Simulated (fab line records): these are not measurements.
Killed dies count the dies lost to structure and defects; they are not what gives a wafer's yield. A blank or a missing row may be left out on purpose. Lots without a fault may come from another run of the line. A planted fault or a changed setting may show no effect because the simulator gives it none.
Split-lot trial ; flow n5_finfet ; 7 lots, 21 wafers read, on a route of 1938 steps

== THE SPLIT ITSELF ==
At N5_FIN_SAQP_HM_DEP_03 (deposits SiNx from SiH4/NH3/N2, target thk 38 nm, time 33.6 s), the setting time_s was moved away from the recipe's 33.6 s on 8 of the 21 wafers read, by -14.7% to +10.0%. The other wafers ran this setting at the recipe's value.

== FROM THE SPLIT TO THE READING: what the file shows between them, 11 steps ==
- N5_FIN_SAQP_THK_MEAS_05
- N5_FIN_SAQP_EXPOSE_13: exposes mask FIN CORE, target cd 35.6 nm (also split here: dose_mj)
- N5_FIN_SAQP_PEB_14: peb time 60 s
- N5_FIN_SAQP_DEVELOP_15: develop time 30 s
- N5_FIN_SAQP_CD_MEAS_16: target cd 35.6 nm
- N5_FIN_SAQP_ETCH_57: etches SiNx in CH3F/O2, target depth 32.5 nm, time 46.4 s
- N5_FIN_SAQP_ETCH_65: etches SiO2 in CF4, target depth 4 nm, time 4.4 s
- N5_FIN_SAQP_MANDREL_ETCH_58: etches a-Si in HBr/Cl2, stops on SiNx, target depth 45 nm, bt time 10 s, time 27 s
- N5_FIN_SAQP_RECESS_63: chemistry HF/NH3, target SiO2, target depth 18 nm, afs cycles 3, sublimation time 60 s
- N5_FIN_SAQP_COAT_68: time 60 s, resist thk 100 nm
- N5_FIN_SAQP_MANDREL2_REMOVE_60: chemistry HBr/Cl2/O2, target a-Si, stops on SiNx, bt time 10 s

== THE READING ==
etch.depth_nm (the simulator's own value, which no gauge read), in nm, at N5_FIN_SAQP_HM_OPEN_33 (chemistry CH3F/O2, target SiNx, target depth 49.4 nm, time 70.6 s). The file does not state a usual value for it. Here, 13 wafers ran the recipe; their average is 37.17 nm with a standard deviation of 0.63 nm.

wafer;tool, chamber at the split;time_s as run, s;against the recipe;etch.depth_nm, nm;against lot-mates on the recipe
L074.2;pecvd-02, 2;33.6;recipe;37.23;-
L074.4;pecvd-02, 1;33.6;recipe;37.51;-
L074.6;pecvd-02, 2;33.6;recipe;38.03;-
L075.1;pecvd-03, 0;33.6;recipe;36.64;-
L075.3;pecvd-03, 0;32.1;-4.5%;35.44;-1.20
L075.4;pecvd-03, 1;32.1;-4.5%;35.66;-0.98
L076.1;pecvd-02, 2;28.67;-14.7%;31.33;-5.45
L076.2;pecvd-02, 0;33.6;recipe;36.78;-
L076.3;pecvd-02, 1;28.67;-14.7%;31.25;-5.53
L078.1;pecvd-03, 1;33.6;recipe;36.25;-
L078.5;pecvd-03, 1;35.55;+5.8%;39.18;+2.52
L078.6;pecvd-03, 0;33.6;recipe;37.08;-
L083.3;pecvd-03, 0;33.6;recipe;36.2;-
L083.5;pecvd-03, 0;33.6;recipe;36.66;-
L083.6;pecvd-03, 1;33.6;recipe;37.05;-
L088.2;pecvd-02, 1;33.6;recipe;37.72;-
L088.3;pecvd-02, 0;29.83;-11.2%;32.6;-5.12
L088.4;pecvd-02, 0;29.83;-11.2%;33.64;-4.08
L090.1;pecvd-02, 2;33.6;recipe;37.97;-
L090.3;pecvd-02, 0;33.6;recipe;38.12;-
L090.4;pecvd-02, 0;36.95;+10.0%;41.88;+3.84

THE FIT
A straight line over all 21 wafers: etch.depth_nm changes by +0.397 nm for each +1% of time_s; r = +0.97; the points scatter about the line by 0.59 nm.
The same after taking each lot's own level away (the mean of its wafers on the recipe; 21 wafers): +0.385 nm for each +1%; r = +0.99; scatter 0.37 nm.
That fit puts the effect of the largest move of time_s on the reading at 5.7 nm.
Across the lots, their own levels run from 36.637 to 38.045 nm, a range of 2.2 times the standard deviation given above.
The two slopes agree, so the slope changes little with the lot-to-lot level.
Check: -5.64 nm against its lot-mates is what the line predicts for one of the wafers moved furthest among these (-14.7%) when that wafer is left out of the fit. Against them it came out at -5.45 nm.

== THESE WAFERS: OTHER SPLITS ==
Note: prior to the reading, these wafers also went through further splits. Each is held against what the fit with the lots' levels taken away leaves over:
other split on the same wafers;wafers away from the commonest value;r with etch.depth_nm (lot level and that fit taken away)
N5_ZERO_LAYER_EXPOSE_08 dose_mj;7;+0.08
N5_ZERO_LAYER_DEVELOP_10 develop_time_s;5;-0.08
N5_PMOS_HMC_CHANNEL_EPI_EXPOSE_06 dose_mj;4;+0.20
N5_PMOS_HMC_CHANNEL_EPI_DEVELOP_08 develop_time_s;7;+0.20
N5_FIN_SAQP_EXPOSE_13 dose_mj;6;-0.01

== THE WHOLE CHAIN: every reading that the file lists as answering this split, in the file's order ==
step;what it does;reading;change (the file's fit);r (the file's)
N5_FIN_SAQP_HM_DEP_03;deposits SiNx from SiH4/NH3/N2, target thk 38 nm, time 33.6 s;SiNx_of_FIN_SAQP_HM_DEP_03.thk_nm (the simulator's own value, which no gauge read);+0.384 nm for each +1% of the setting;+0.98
N5_FIN_SAQP_THK_MEAS_05;;thk_nm;withheld for each +1% of the setting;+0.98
N5_FIN_SAQP_MANDREL_ETCH_58;etches a-Si in HBr/Cl2, stops on SiNx, target depth 45 nm, bt time 10 s, time 27 s;SiNx_of_FIN_SAQP_HM_DEP_03.thk_nm (the simulator's own value, which no gauge read);+0.386 nm for each +1% of the setting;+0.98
N5_FIN_SAQP_HM_OPEN_33;chemistry CH3F/O2, target SiNx, target depth 49.4 nm, time 70.6 s;etch_rf_on_time_s;withheld for each +1% of the setting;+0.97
N5_FIN_SAQP_HM_OPEN_33;chemistry CH3F/O2, target SiNx, target depth 49.4 nm, time 70.6 s;etch.depth_nm (the simulator's own value, which no gauge read);+0.384 nm for each +1% of the setting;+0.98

== FILE'S OWN FIT ==
etch.depth_nm changes by +0.384 nm for each +1% of time_s, r = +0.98.
